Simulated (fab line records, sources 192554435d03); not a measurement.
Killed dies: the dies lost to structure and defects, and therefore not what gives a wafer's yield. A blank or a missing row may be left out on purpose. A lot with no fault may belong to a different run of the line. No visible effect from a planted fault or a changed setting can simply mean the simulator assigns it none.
Which of the tools did it? -- flow n5Finfet -- Sampling: 9 lots, 26 wafers, 5 of 1938 route steps

## WHAT THE GAUGES READ, wafer by wafer
N5_BEOL_M4_RC_MEAS_101. Usual: DIBL_N 37.2 mV/V, standard deviation 2.5; DIBL_P 38 mV/V, standard deviation 3; IOFF_N 0.17 nA/um, standard deviation 0.044; IOFF_P 0.24 nA/um, standard deviation 0.059; ION_N 667 uA/um, standard deviation 13; ION_P 461 uA/um, standard deviation 7.9; SS_N 71.8 mV/dec, standard deviation 0.86; SS_P 73.6 mV/dec, standard deviation 0.92; VT_N 250 mV, standard deviation 4.1; VT_P -249 mV, standard deviation 3.9.
lot,measured,on,DIBL_N (mV/V),DIBL_P (mV/V),IOFF_N (nA/um),IOFF_P (nA/um),ION_N (uA/um),ION_P (uA/um),SS_N (mV/dec),SS_P (mV/dec),VT_N (mV),VT_P (mV),flag
L862,day 9 19:04,prober-01,35.1 40.2,35 42,0.12 0.23,0.19 0.34,652 677,454 461,72.0 73.0,72.7 75.4,254 245,-250 -245,
L864,day 9 20:43,prober-01,38.4 37.4 39.7,38 38 40,0.17 0.16 0.20,0.24 0.23 0.29,684 667 682,465 460 475,71.6 72.3 72.5,74.1 73.9 74.6,251 254 248,-251 -250 -246,
L865,day 9 22:03,prober-01,30.9 34.6 34.8,31 35 35,0.08 0.12 0.13,0.13 0.18 0.18,630 668 656,442 462 452,70.1 70.9 70.5,71.6 72.9 73.3,263 254 252,-256 -254 -253,
L869,day 10 17:22,prober-01,38.9 35.6 34.8,40 37 35,0.23 0.16 0.14,0.27 0.22 0.18,681 665 657,462 454 449,73.0 72.6 71.6,74.5 73.7 72.8,246 251 254,-250 -251 -253,
L879,day 13 02:53,prober-01,37.1 35.6 39.0,36 36 39,0.14 0.14 0.18,0.22 0.22 0.28,651 666 665,452 464 464,71.5 71.0 72.2,73.0 73.4 74.2,254 250 249,-248 -249 -247,
L881,day 14 03:52,prober-01,39.9 39.3 35.9,38 38 33,0.18 0.16 0.12,0.24 0.25 0.19,658 663 657,458 462 451,72.5 72.0 71.3,72.9 73.2 71.8,251 253 257,-249 -246 -251,
L882,day 14 02:14,prober-02,32.1 32.5 34.2,33 32 36,0.11 0.11 0.14,0.15 0.15 0.19,655 664 672,449 453 465,70.3 70.4 70.5,71.7 72.1 72.6,254 255 252,-254 -256 -251,

## TOOL THAT RAN EACH LOT (tool first, then ch and the chambers of the sampled wafers, then the start)
lot,N5_BEOL_M3_DESCUM_33,N5_BEOL_M3_ETCH_69,N5_BEOL_M3_ETCHBACK_99,N5_BEOL_M3_ETCH_70
L862,"rieDiel-01 ch 1,3, day 8 18:53","rieDiel-01 ch 1,3, day 8 18:56","rieDiel-01 ch 1,3, day 9 00:50","rieDiel-01 ch 1,3, day 9 00:52"
L864,"rieDiel-03 ch 0,2,3, day 8 19:13","rieDiel-03 ch 0,2,3, day 8 19:16","rieDiel-01 ch 0,1,2, day 9 03:56","rieDiel-01 ch 0,1,2, day 9 03:58"
L865,"rieDiel-01 ch 0,1,3, day 8 19:29","rieDiel-01 ch 0,1,3, day 8 19:32","rieDiel-03 ch 2,3, day 9 03:56","rieDiel-03 ch 2,3, day 9 03:59"
L869,"rieDiel-03 ch 1,2, day 9 13:43","rieDiel-03 ch 1,2, day 9 13:46","rieDiel-05 ch 2,3, day 9 14:43","rieDiel-05 ch 2,3, day 9 14:47"
L871,"rieDiel-01 ch 1,2,3, day 10 13:20","rieDiel-01 ch 1,2,3, day 10 13:23","rieDiel-01 ch 0,1,2, day 10 18:32","rieDiel-01 ch 0,1,2, day 10 18:35"
L872,"rieDiel-05 ch 0,2, day 10 13:34","rieDiel-05 ch 0,2, day 10 13:37","rieDiel-01 ch 0,1,3, day 10 22:52","rieDiel-01 ch 0,1,3, day 10 22:54"
L879,"rieDiel-03 ch 1,3, day 12 09:23","rieDiel-03 ch 1,3, day 12 09:26","rieDiel-01 ch 1,2, day 12 12:55","rieDiel-01 ch 1,2, day 12 12:56"
L881,"rieDiel-01 ch 0,1,2, day 13 00:13","rieDiel-01 ch 0,1,2, day 13 00:16","rieDiel-03 ch 0,3, day 13 09:59","rieDiel-03 ch 0,3, day 13 10:01"
L882,"rieDiel-03 ch 1,2,3, day 13 00:34","rieDiel-03 ch 1,2,3, day 13 00:37","rieDiel-01 ch 0,2,3, day 13 07:56","rieDiel-01 ch 0,2,3, day 13 07:58"
- N5_BEOL_M3_DESCUM_33: chemistry O2, time 7 s.
- N5_BEOL_M3_ETCH_69: etches SiARC in CF4, target depth 15.6 nm, time 26 s.
- N5_BEOL_M3_ETCHBACK_99: etches SiO2 in CHF3, target depth 5 nm, time 10.4 s.
- N5_BEOL_M3_ETCH_70: etches SOC in N2/H2, target depth 80 nm, overetch 16 nm, time 120 s.

## WHAT THE TOOLS THEMSELVES READ (means of the sampled wafers that have a number; where no wafer has one, the mark that the record gives instead)
N5_BEOL_M3_DESCUM_33. Usual: drypumpMotorCurrentA 5.7 A, standard deviation 0.45; oesProductAu 0.84 a.u., standard deviation 0.064; rfVppV 243.0 V, standard deviation 1.2; showerheadPlenumPTorr 2.08 Torr, standard deviation 0.055; throttleValvePct 20.27 %, standard deviation 0.17.
lot,tool,drypumpMotorCurrentA (A),oesProductAu (a.u.),rfVppV (V),showerheadPlenumPTorr (Torr),throttleValvePct (%),flag
L862,rieDiel-01,5.8,0.86,243.4,2.09,20.18,
L864,rieDiel-03,6.1,0.84,244.8,2.15,20.31,
L865,rieDiel-01,5.6,0.87,242.7,2.07,20.15,
L869,rieDiel-03,6.1,0.77,244.0,2.09,20.27,
L871,rieDiel-01,5.6,0.86,243.1,2.08,20.24,
L872,rieDiel-05,5.1,0.75,242.1,2.01,20.44,
L879,rieDiel-03,6.6,0.77,243.7,2.11,20.34,
L881,rieDiel-01,5.4,0.86,242.6,2.04,20.19,
L882,rieDiel-03,6.3,0.78,243.4,2.12,20.32,

N5_BEOL_M3_ETCH_69. Usual: value, then standard deviation, for each; drypumpMotorCurrentA 5.7 A / 0.45; etchRfOnTimeS 26.2 s / 0.86; mfcArSccm 99.98 sccm / 0.29; oesProductAu 0.71 a.u. / 0.054; rfVppV 183.9 V / 1.1; showerheadPlenumPTorr 2.13 Torr / 0.057; throttleValvePct 15.42 % / 0.2.
lot,tool,drypumpMotorCurrentA (A),etchRfOnTimeS (s),mfcArSccm (sccm),oesProductAu (a.u.),rfVppV (V),showerheadPlenumPTorr (Torr),throttleValvePct (%),flag
L862,rieDiel-01,5.8,26.6,100.00,0.73,183.6,2.15,15.40,
L864,rieDiel-03,6.1,26.0,100.25,0.72,184.3,2.19,15.43,
L865,rieDiel-01,5.6,26.0,100.12,0.75,183.7,2.13,15.36,
L869,rieDiel-03,6.1,26.6,99.83,0.65,184.1,2.14,15.55,
L871,rieDiel-01,5.6,26.5,100.12,0.73,183.7,2.12,15.36,
L872,rieDiel-05,5.1,26.5,100.20,0.64,182.0,2.05,15.54,
L879,rieDiel-03,6.6,26.2,99.87,0.66,184.8,2.16,15.59,
L881,rieDiel-01,5.4,25.9,99.69,0.72,183.5,2.08,15.31,
L882,rieDiel-03,6.3,26.3,100.04,0.66,184.5,2.17,15.55,

N5_BEOL_M3_ETCHBACK_99. Usual: CHF3_flow_sccm 12.00 sccm, standard deviation 0.035; biasW 46.97 W, standard deviation 0.13; drypumpMotorCurrentA 5.8 A, standard deviation 0.47; mfcArSccm 200.0 sccm, standard deviation 0.6; oesProductAu 0.82 a.u., standard deviation 0.067; rfVppV 242 V, standard deviation 7.6; showerheadPlenumPTorr 2.16 Torr, standard deviation 0.069; throttleValvePct 16.97 %, standard deviation 0.17.
lot,tool,CHF3_flow_sccm (sccm),biasW (W),drypumpMotorCurrentA (A),mfcArSccm (sccm),oesProductAu (a.u.),rfVppV (V),showerheadPlenumPTorr (Torr),throttleValvePct (%),flag
L862,rieDiel-01,12.02,46.95,5.7,199.7,0.85,238,2.17,16.95,
L864,rieDiel-01,12.03,47.00,5.4,199.6,0.88,245,2.12,16.82,
L865,rieDiel-03,11.99,47.12,6.3,200.7,0.85,237,2.26,16.98,
L869,rieDiel-05,11.96,47.00,5.3,200.0,0.80,249,2.12,17.10,
L871,rieDiel-01,-,-,-,-,-,-,-,-,OFF
L872,rieDiel-01,-,-,-,-,-,-,-,-,OFF
L879,rieDiel-01,11.96,47.01,5.3,200.0,0.85,246,2.11,16.80,
L881,rieDiel-03,12.01,46.89,6.4,200.7,0.83,241,2.25,17.02,
L882,rieDiel-01,11.99,46.89,5.6,199.5,0.84,240,2.14,16.98,

N5_BEOL_M3_ETCH_70. Usual: drypumpMotorCurrentA 5.8 A, standard deviation 0.47; oesProductAu 0.63 a.u., standard deviation 0.046; rfVppV 523.9 V, standard deviation 2.2; showerheadPlenumPTorr 2.53 Torr, standard deviation 0.078; throttleValvePct 17.62 %, standard deviation 0.26.
lot,tool,drypumpMotorCurrentA (A),oesProductAu (a.u.),rfVppV (V),showerheadPlenumPTorr (Torr),throttleValvePct (%),flag
L862,rieDiel-01,5.8,0.66,523.6,2.52,17.45,
L864,rieDiel-01,5.4,0.67,523.0,2.47,17.35,
L865,rieDiel-03,6.3,0.66,526.7,2.65,17.61,
L869,rieDiel-05,5.3,0.61,523.7,2.51,17.85,
L871,rieDiel-01,5.4,0.66,522.9,2.46,17.37,
L872,rieDiel-01,5.6,0.65,522.9,2.50,17.51,
L879,rieDiel-01,5.3,0.65,522.4,2.45,17.31,
L881,rieDiel-03,6.4,0.63,525.8,2.64,17.79,
L882,rieDiel-01,5.6,0.64,523.1,2.49,17.54,

## THE ANSWER, worked out from the rows above alone
Rule: lot off if the mean of its wafers having a number is beyond 3 standard deviations from the usual mean. A lot without any number at a reading at which 4 lots or more have one is off too. The other lots that the step has rows for count as sound. After the gauges, taken in route order, come the tools' own readings; for these a lot's mean is taken, as printed above. At the first step where some lot is off, the reading lying furthest off is the one used; lots without a number count as furthest.
Off: L871, L872, at N5_BEOL_M3_ETCHBACK_99 (CHF3_flow_sccm). Without a number there: L871, L872.
A tool fits if, at that step or a process step before it, it ran every lot that is off, and no sound lot after the first of them. No candidate that was tried fits.

## WHAT THE SIMULATOR HAD INSERTED
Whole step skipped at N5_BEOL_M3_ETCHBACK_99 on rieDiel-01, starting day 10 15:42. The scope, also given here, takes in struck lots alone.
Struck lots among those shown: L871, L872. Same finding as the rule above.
